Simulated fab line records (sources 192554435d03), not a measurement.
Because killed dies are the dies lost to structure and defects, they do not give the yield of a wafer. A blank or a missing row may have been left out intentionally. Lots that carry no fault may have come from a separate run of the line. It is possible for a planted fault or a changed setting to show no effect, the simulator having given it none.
Which of the tools did it? + flow n5 finfet + 24 lots, 72 wafers sampled, at 6 steps of a route of 1938

WHAT THE GAUGES SHOWED, per wafer
N5_BEOL_M2_INSPECT_59: inspects for defects (darkfield).
| lot  | measured     | on                | raw defect count |
|------|--------------|-------------------|------------------|
| L074 | day 7 04:50  | defect inspect-02 | 56 70 63         |
| L075 | day 7 05:13  | defect inspect-02 | 96 73 88         |
| L076 | day 7 11:18  | defect inspect-01 | 69 71 70         |
| L077 | day 7 18:16  | defect inspect-01 | 60 49 35         |
| L078 | day 7 20:53  | defect inspect-02 | 122 83 96        |
| L079 | day 8 03:49  | defect inspect-02 | 94 139 97        |
| L080 | day 8 09:31  | defect inspect-01 | 114 100 107      |
| L082 | day 9 07:40  | defect inspect-02 | 101 67 72        |
| L081 | day 9 09:37  | defect inspect-02 | 66 160 92        |
| L083 | day 9 10:28  | defect inspect-02 | 40 88 94         |
| L084 | day 9 20:40  | defect inspect-01 | 50 55 53         |
| L085 | day 10 01:40 | defect inspect-01 | 135 108 99       |
| L087 | day 10 01:50 | defect inspect-01 | 96 88 111        |
| L086 | day 10 05:07 | defect inspect-01 | 87 91 119        |
| L088 | day 10 14:48 | defect inspect-02 | 81 102 78        |
| L089 | day 11 05:05 | defect inspect-02 | 90 59 79         |
| L090 | day 11 17:44 | defect inspect-02 | 85 46 63         |
| L091 | day 11 18:46 | defect inspect-01 | 78 55 36         |
| L093 | day 11 20:47 | defect inspect-01 | 123 92 115       |
| L092 | day 12 02:38 | defect inspect-02 | 75 88 86         |
| L095 | day 12 11:03 | defect inspect-02 | 54 70 77         |
| L094 | day 12 11:41 | defect inspect-02 | 82 80 58         |
| L097 | day 12 12:17 | defect inspect-02 | 74 83 78         |
| L096 | day 12 14:21 | defect inspect-02 | 64 64 58         |

N5_BEOL_M3_THK_MEAS_01.
| lot  | measured     | on            | M3_ILD_THK (nm) |
|------|--------------|---------------|-----------------|
| L074 | day 7 04:57  | film metro-02 | 78.4 78.9 80.0  |
| L075 | day 7 05:20  | film metro-01 | 78.5 79.6 79.2  |
| L076 | day 7 11:24  | film metro-01 | 78.4 79.3 80.1  |
| L077 | day 7 18:22  | film metro-01 | 78.0 78.2 79.5  |
| L078 | day 7 20:59  | film metro-02 | 77.6 78.7 79.6  |
| L079 | day 8 03:55  | film metro-01 | 78.4 77.8 78.8  |
| L080 | day 8 09:38  | film metro-02 | 77.7 77.4 79.2  |
| L082 | day 9 07:46  | film metro-01 | 78.7 78.9 80.0  |
| L081 | day 9 09:44  | film metro-01 | 79.6 79.0 81.5  |
| L083 | day 9 10:35  | film metro-02 | 80.7 80.6 80.9  |
| L084 | day 9 20:46  | film metro-02 | 78.1 78.4 79.9  |
| L085 | day 10 01:47 | film metro-02 | 78.2 80.0 78.8  |
| L087 | day 10 01:58 | film metro-02 | 80.4 79.2 79.9  |
| L086 | day 10 05:14 | film metro-01 | 77.9 77.9 80.0  |
| L088 | day 10 14:55 | film metro-02 | 77.7 77.3 78.6  |
| L089 | day 11 05:12 | film metro-01 | 78.7 78.1 80.8  |
| L090 | day 11 17:51 | film metro-01 | 80.0 79.7 80.2  |
| L091 | day 11 18:52 | film metro-02 | 79.5 77.9 79.8  |
| L093 | day 11 20:53 | film metro-02 | 80.6 80.1 78.6  |
| L092 | day 12 02:44 | film metro-02 | 78.2 79.3 80.8  |
| L095 | day 12 11:09 | film metro-02 | 79.1 81.0 78.1  |
| L094 | day 12 11:48 | film metro-01 | 77.0 78.7 79.3  |
| L097 | day 12 12:24 | film metro-01 | 77.5 80.4 77.6  |
| L096 | day 12 14:27 | film metro-02 | 78.8 79.4 77.8  |

WHICH TOOL RAN EACH LOT (tool, then ch and the chambers of the sampled wafers, then the start)
| lot  | N5_BEOL_M2_TRENCH_ETCH_37                     | N5_BEOL_M2_ANNEAL_89         | N5_BEOL_M2_SPUTTER_94        | N5_BEOL_M2_CO_CAP_55             |
|------|-----------------------------------------------|------------------------------|------------------------------|----------------------------------|
| L074 | rie diel-01 ch 2,3, day 7 02:56 or earlier    | pvd sputter-03, day 7 02:56  | pvd sputter-03, day 7 03:31  | cvd co-02 ch 0,1, day 7 04:38    |
| L075 | rie diel-01 ch 0,1,3, day 7 03:21 or earlier  | pvd sputter-01, day 7 03:21  | pvd sputter-01, day 7 03:56  | cvd co-02 ch 0,1, day 7 05:01    |
| L076 | rie diel-04 ch 0,1,3, day 7 09:25 or earlier  | pvd sputter-03, day 7 09:25  | pvd sputter-03, day 7 09:59  | cvd co-01 ch 1,2, day 7 11:05    |
| L077 | rie diel-01 ch 0,3, day 7 16:23 or earlier    | pvd sputter-01, day 7 16:23  | pvd sputter-01, day 7 16:58  | cvd co-02 ch 0,1,2, day 7 18:03  |
| L078 | rie diel-01 ch 0,1,3, day 7 19:00 or earlier  | pvd sputter-01, day 7 19:00  | pvd sputter-01, day 7 19:35  | cvd co-02 ch 0,1, day 7 20:40    |
| L079 | rie diel-01 ch 1,3, day 8 01:55 or earlier    | pvd sputter-02, day 8 01:55  | pvd sputter-02, day 8 02:30  | cvd co-01 ch 1,2, day 8 03:36    |
| L080 | rie diel-04 ch 0,1,2, day 8 07:39 or earlier  | pvd sputter-01, day 8 07:39  | pvd sputter-01, day 8 08:14  | cvd co-01 ch 0,1,2, day 8 09:19  |
| L082 | rie diel-01 ch 0,1,2, day 9 04:44 or earlier  | pvd sputter-03, day 9 04:44  | pvd sputter-03, day 9 05:19  | cvd co-01 ch 0,1,2, day 9 07:28  |
| L081 | rie diel-01 ch 1,2,3, day 9 07:45 or earlier  | pvd sputter-01, day 9 07:45  | pvd sputter-01, day 9 08:20  | cvd co-02 ch 0,2, day 9 09:25    |
| L083 | rie diel-03 ch 0,1,2, day 9 07:53 or earlier  | pvd sputter-02, day 9 07:53  | pvd sputter-02, day 9 08:50  | cvd co-01 ch 0,2, day 9 10:16    |
| L084 | rie diel-01 ch 1,3, day 9 18:46 or earlier    | pvd sputter-02, day 9 18:46  | pvd sputter-02, day 9 19:21  | cvd co-02 ch 0,1, day 9 20:26    |
| L085 | rie diel-04 ch 2,3, day 9 23:45 or earlier    | pvd sputter-01, day 9 23:45  | pvd sputter-01, day 10 00:20 | cvd co-02 ch 0,1, day 10 01:27   |
| L087 | rie diel-01 ch 0,3, day 9 23:57 or earlier    | pvd sputter-03, day 9 23:57  | pvd sputter-03, day 10 00:32 | cvd co-02 ch 0,2, day 10 01:38   |
| L086 | rie diel-04 ch 2,3, day 10 03:11 or earlier   | pvd sputter-03, day 10 03:11 | pvd sputter-03, day 10 03:46 | cvd co-01 ch 0,1,2, day 10 04:55 |
| L088 | rie diel-03 ch 1,2,3, day 10 12:56 or earlier | pvd sputter-03, day 10 12:56 | pvd sputter-03, day 10 13:31 | cvd co-02 ch 0,1, day 10 14:36   |
| L089 | rie diel-01 ch 1,2,3, day 11 02:32 or earlier | pvd sputter-02, day 11 02:32 | pvd sputter-02, day 11 03:41 | cvd co-01 ch 0,1, day 11 04:51   |
| L090 | rie diel-04 ch 0,3, day 11 14:34 or earlier   | pvd sputter-02, day 11 14:34 | pvd sputter-02, day 11 15:09 | cvd co-02 ch 0,1,2, day 11 17:31 |
| L091 | rie diel-01 ch 0,3, day 11 16:53 or earlier   | pvd sputter-01, day 11 16:53 | pvd sputter-01, day 11 17:28 | cvd co-02 ch 0,1,2, day 11 18:34 |
| L093 | rie diel-01 ch 0,1, day 11 18:54 or earlier   | pvd sputter-02, day 11 18:54 | pvd sputter-02, day 11 19:29 | cvd co-01 ch 0,1,2, day 11 20:37 |
| L092 | rie diel-03 ch 0,1,3, day 12 00:46 or earlier | pvd sputter-02, day 12 00:46 | pvd sputter-02, day 12 01:20 | cvd co-01 ch 0,1,2, day 12 02:26 |
| L095 | rie diel-03 ch 1,3, day 12 09:10 or earlier   | pvd sputter-02, day 12 09:10 | pvd sputter-02, day 12 09:44 | cvd co-02 ch 0,2, day 12 10:50   |
| L094 | rie diel-03 ch 1,2,3, day 12 09:49 or earlier | pvd sputter-03, day 12 09:49 | pvd sputter-03, day 12 10:23 | cvd co-01 ch 0,1, day 12 11:29   |
| L097 | rie diel-04 ch 1,2,3, day 12 10:25 or earlier | pvd sputter-01, day 12 10:25 | pvd sputter-01, day 12 11:00 | cvd co-01 ch 0,1, day 12 12:05   |
| L096 | rie diel-01 ch 1,2,3, day 12 12:29 or earlier | pvd sputter-01, day 12 12:29 | pvd sputter-01, day 12 13:04 | cvd co-02 ch 0,1,2, day 12 14:08 |
- N5_BEOL_M2_TRENCH_ETCH_37: etches SiOC in C4F6/O2, target depth 55.555 nm, time 29.2 s.
- N5_BEOL_M2_ANNEAL_89: time 240 s.
- N5_BEOL_M2_SPUTTER_94: material Cu, target thk 4.5 nm, time 8.29 s.
- N5_BEOL_M2_CO_CAP_55: material Co, precursor CCTBA/H2, target thk 2 nm, time 102.1 s.

AS READ BY THE TOOLS THEMSELVES (means over the sampled wafers that have a number; for cases with no such wafer, the mark the record gives instead)
N5_BEOL_M2_TRENCH_ETCH_37.
| lot  | tool        | bias w (W) | chamber pressure mTorr (mTorr) | drypump motor current A (A) | oes product au (a.u.) | rf vpp V (V) | showerhead plenum p Torr (Torr) | throttle valve pct (%) |
|------|-------------|------------|--------------------------------|-----------------------------|-----------------------|--------------|---------------------------------|------------------------|
| L074 | rie diel-01 | 185.0      | 29.986                         | 5.3                         | 0.72                  | 661          | 2.73                            | 21.04                  |
| L075 | rie diel-01 | 185.0      | 29.993                         | 5.6                         | 0.77                  | 666          | 2.78                            | 20.86                  |
| L076 | rie diel-04 | 184.8      | 30.019                         | 5.7                         | 0.69                  | 663          | 2.90                            | 20.93                  |
| L077 | rie diel-01 | 185.1      | 29.982                         | 5.8                         | 0.79                  | 674          | 2.82                            | 20.81                  |
| L078 | rie diel-01 | 184.6      | 29.966                         | 5.6                         | 0.77                  | 667          | 2.78                            | 20.87                  |
| L079 | rie diel-01 | 185.2      | 30.008                         | 5.4                         | 0.74                  | 664          | 2.76                            | 21.04                  |
| L080 | rie diel-04 | 184.6      | 30.005                         | 5.8                         | 0.74                  | 666          | 2.84                            | 20.89                  |
| L082 | rie diel-01 | 184.8      | 30.042                         | 5.3                         | 0.83                  | 658          | 2.82                            | 20.80                  |
| L081 | rie diel-01 | 184.6      | 29.996                         | 5.3                         | 0.82                  | 666          | 2.85                            | 20.92                  |
| L083 | rie diel-03 | 184.7      | 30.001                         | 5.9                         | 0.77                  | 678          | 2.86                            | 20.81                  |
| L084 | rie diel-01 | 185.7      | 30.001                         | 5.4                         | 0.72                  | 664          | 2.75                            | 21.06                  |
| L085 | rie diel-04 | 185.8      | 29.998                         | 5.5                         | 0.93                  | 674          | 2.86                            | 20.71                  |
| L087 | rie diel-01 | 185.1      | 30.034                         | 5.9                         | 0.77                  | 674          | 2.81                            | 20.84                  |
| L086 | rie diel-04 | 185.2      | 30.016                         | 5.5                         | 0.93                  | 673          | 2.86                            | 20.72                  |
| L088 | rie diel-03 | 185.0      | 30.025                         | 5.8                         | 0.73                  | 666          | 2.80                            | 20.91                  |
| L089 | rie diel-01 | 185.6      | 30.008                         | 5.3                         | 0.79                  | 666          | 2.85                            | 20.95                  |
| L090 | rie diel-04 | 184.8      | 29.995                         | 5.4                         | 0.94                  | 660          | 2.91                            | 20.63                  |
| L091 | rie diel-01 | 184.1      | 29.989                         | 5.8                         | 0.75                  | 673          | 2.80                            | 20.87                  |
| L093 | rie diel-01 | 185.3      | 29.990                         | 5.5                         | 0.75                  | 658          | 2.73                            | 20.80                  |
| L092 | rie diel-03 | 185.8      | 29.989                         | 5.4                         | 0.77                  | 671          | 2.85                            | 20.83                  |
| L095 | rie diel-03 | 184.7      | 29.997                         | 5.3                         | 0.74                  | 660          | 2.79                            | 20.90                  |
| L094 | rie diel-03 | 185.2      | 29.999                         | 5.8                         | 0.72                  | 666          | 2.79                            | 20.92                  |
| L097 | rie diel-04 | 185.0      | 29.990                         | 5.8                         | 0.80                  | 672          | 2.82                            | 20.84                  |
| L096 | rie diel-01 | 184.4      | 30.007                         | 5.3                         | 0.88                  | 669          | 2.95                            | 20.83                  |

N5_BEOL_M2_ANNEAL_89.
| lot  | tool           | heater power w (W) |
|------|----------------|--------------------|
| L074 | pvd sputter-03 | 907                |
| L075 | pvd sputter-01 | 828                |
| L076 | pvd sputter-03 | 894                |
| L077 | pvd sputter-01 | 787                |
| L078 | pvd sputter-01 | 837                |
| L079 | pvd sputter-02 | 867                |
| L080 | pvd sputter-01 | 846                |
| L082 | pvd sputter-03 | 850                |
| L081 | pvd sputter-01 | 846                |
| L083 | pvd sputter-02 | 856                |
| L084 | pvd sputter-02 | 866                |
| L085 | pvd sputter-01 | 820                |
| L087 | pvd sputter-03 | 856                |
| L086 | pvd sputter-03 | 870                |
| L088 | pvd sputter-03 | 876                |
| L089 | pvd sputter-02 | 867                |
| L090 | pvd sputter-02 | 835                |
| L091 | pvd sputter-01 | 860                |
| L093 | pvd sputter-02 | 859                |
| L092 | pvd sputter-02 | 828                |
| L095 | pvd sputter-02 | 865                |
| L094 | pvd sputter-03 | 947                |
| L097 | pvd sputter-01 | 840                |
| L096 | pvd sputter-01 | 837                |

N5_BEOL_M2_SPUTTER_94.
| lot  | tool           | substrate temp c (C) | throttle valve pct (%) |
|------|----------------|----------------------|------------------------|
| L074 | pvd sputter-03 | -20.03               | 29.1                   |
| L075 | pvd sputter-01 | -19.98               | 29.6                   |
| L076 | pvd sputter-03 | -20.02               | 29.7                   |
| L077 | pvd sputter-01 | -20.02               | 30.2                   |
| L078 | pvd sputter-01 | -20.03               | 29.5                   |
| L079 | pvd sputter-02 | -20.07               | 30.8                   |
| L080 | pvd sputter-01 | -20.03               | 29.9                   |
| L082 | pvd sputter-03 | -20.13               | 30.0                   |
| L081 | pvd sputter-01 | -19.97               | 29.5                   |
| L083 | pvd sputter-02 | -19.98               | 29.8                   |
| L084 | pvd sputter-02 | -20.11               | 30.8                   |
| L085 | pvd sputter-01 | -20.06               | 29.8                   |
| L087 | pvd sputter-03 | -20.04               | 30.2                   |
| L086 | pvd sputter-03 | -20.09               | 29.8                   |
| L088 | pvd sputter-03 | -19.96               | 29.4                   |
| L089 | pvd sputter-02 | -19.97               | 30.6                   |
| L090 | pvd sputter-02 | -19.91               | 29.2                   |
| L091 | pvd sputter-01 | -19.96               | 30.0                   |
| L093 | pvd sputter-02 | -19.99               | 30.7                   |
| L092 | pvd sputter-02 | -20.07               | 29.3                   |
| L095 | pvd sputter-02 | -19.97               | 30.7                   |
| L094 | pvd sputter-03 | -19.90               | 28.8                   |
| L097 | pvd sputter-01 | -19.98               | 30.0                   |
| L096 | pvd sputter-01 | -20.02               | 29.6                   |

N5_BEOL_M2_CO_CAP_55.
| lot  | tool      | heater power w (W) |
|------|-----------|--------------------|
| L074 | cvd co-02 | 281                |
| L075 | cvd co-02 | 280                |
| L076 | cvd co-01 | 249                |
| L077 | cvd co-02 | 268                |
| L078 | cvd co-02 | 287                |
| L079 | cvd co-01 | 249                |
| L080 | cvd co-01 | 248                |
| L082 | cvd co-01 | 245                |
| L081 | cvd co-02 | 263                |
| L083 | cvd co-01 | 244                |
| L084 | cvd co-02 | 283                |
| L085 | cvd co-02 | 282                |
| L087 | cvd co-02 | 261                |
| L086 | cvd co-01 | 247                |
| L088 | cvd co-02 | 279                |
| L089 | cvd co-01 | 246                |
| L090 | cvd co-02 | 264                |
| L091 | cvd co-02 | 267                |
| L093 | cvd co-01 | 244                |
| L092 | cvd co-01 | 247                |
| L095 | cvd co-02 | 265                |
| L094 | cvd co-01 | 242                |
| L097 | cvd co-01 | 241                |
| L096 | cvd co-02 | 268                |

THE ANSWER, worked out from the rows above alone
Rule: the lots themselves supply what counts as usual. The widest of any qualifying gaps counts: lots, ordered by their means at a reading, are off when they make up no more than a third of the lots, leave a main group of 4 or more, and stand apart from it by 3 or more times the standard deviation of that group's means. The tables above print the reading to a certain number of digits; a main group whose means all agree to those digits is not used. Also off: a lot with no number at a reading for which 4 or more lots have one. All remaining lots with rows at the step are treated as sound. Order of review: gauges by route order, followed by the tools' own readings, for which a lot's mean as printed above is used. The first step at which some lot is off is used, and at that step the reading that is off furthest; a lot without a number counts as furthest.
Across all readings shown, no lot is off: no conclusion can be drawn from this.

WHAT WAS PUT IN BY THE SIMULATOR
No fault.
